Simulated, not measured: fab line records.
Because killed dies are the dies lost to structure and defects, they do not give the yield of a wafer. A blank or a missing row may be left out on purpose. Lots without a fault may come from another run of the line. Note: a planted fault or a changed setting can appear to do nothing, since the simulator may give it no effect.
Which tool is to blame? -- flow nand-harc -- 12 lots, 36 wafers sampled, at 2 steps of a route of 1302

== WHAT EACH GAUGE READ, for each wafer ==
NHARC_P_GATE_CD_MEAS_91 targets a cd of 2000 nm.
lot,measured,on,cd-nm (nm)
L075,day 6 00:08,cd-sem-03,2001.1 2000.5 1999.6
L077,day 7 01:57,cd-sem-03,1999.3 2000.1 1999.7
L079,day 7 16:33,cd-sem-02,2001.4 2000.7 2000.8
L081,day 9 01:56,cd-sem-02,1999.1 1999.9 1998.8
L083,day 9 12:35,cd-sem-01,2002.7 2002.2 2001.6
L085,day 10 15:01,cd-sem-03,1998.6 1998.7 1998.9
L087,day 10 23:53,cd-sem-01,1999.7 2000.9 2000.0
L088,day 11 16:03,cd-sem-03,1997.1 1997.3 1996.6
L091,day 12 15:45,cd-sem-02,1999.4 2000.7 2000.0
L093,day 13 11:53,cd-sem-02,2003.3 2002.1 2002.4
L095,day 14 07:20,cd-sem-03,2001.3 2003.0 2001.8
L097,day 15 05:58,cd-sem-03,1995.9 1998.2 1998.4

== TOOL THAT RAN EACH LOT (tool first, then ch and the chambers of the sampled wafers, then the start) ==
lot,NHARC_P_GATE_ETCH_104
L075,"rie-diel-09 ch 0,3, day 5 09:08"
L077,"rie-diel-01 ch 0,1,3, day 6 11:05"
L079,"rie-diel-12 ch 0,1,3, day 7 01:38"
L081,"rie-diel-01 ch 1,2, day 8 10:53"
L083,"rie-diel-01 ch 0,1,3, day 8 21:14"
L085,"rie-diel-12 ch 0,3, day 9 20:37"
L087,"rie-diel-09 ch 2,3, day 10 06:45"
L088,"rie-diel-09 ch 0,2,3, day 11 00:42"
L091,"rie-diel-12 ch 0,1,2, day 12 00:41"
L093,"rie-diel-01 ch 0,1,3, day 12 20:43"
L095,"rie-diel-09 ch 1,2,3, day 13 16:04"
L097,"rie-diel-01 ch 0,1, day 14 14:42"
- NHARC_P_GATE_ETCH_104: etches the open film in CF4/CHF3, target depth 60 nm.

== THE ANSWER, worked out from the rows above alone ==
Rule: the usual values come from the lots themselves. Put in order of their means at a reading, lots are off if they are a third of the lots or fewer, leave a main group of 4 or more, and stand apart from it by a gap of 3 or more times the standard deviation of the main group's means; of several such gaps the widest counts. A main group whose means are all the same, to the digits that the tables above print for the reading, isn't used. A lot without any number at a reading at which 4 lots or more have one is off too. All remaining lots with rows at the step are treated as sound.
No lot is off at any reading shown: from this, nothing can be told.

== WHAT HAD BEEN PUT IN BY THE SIMULATOR ==
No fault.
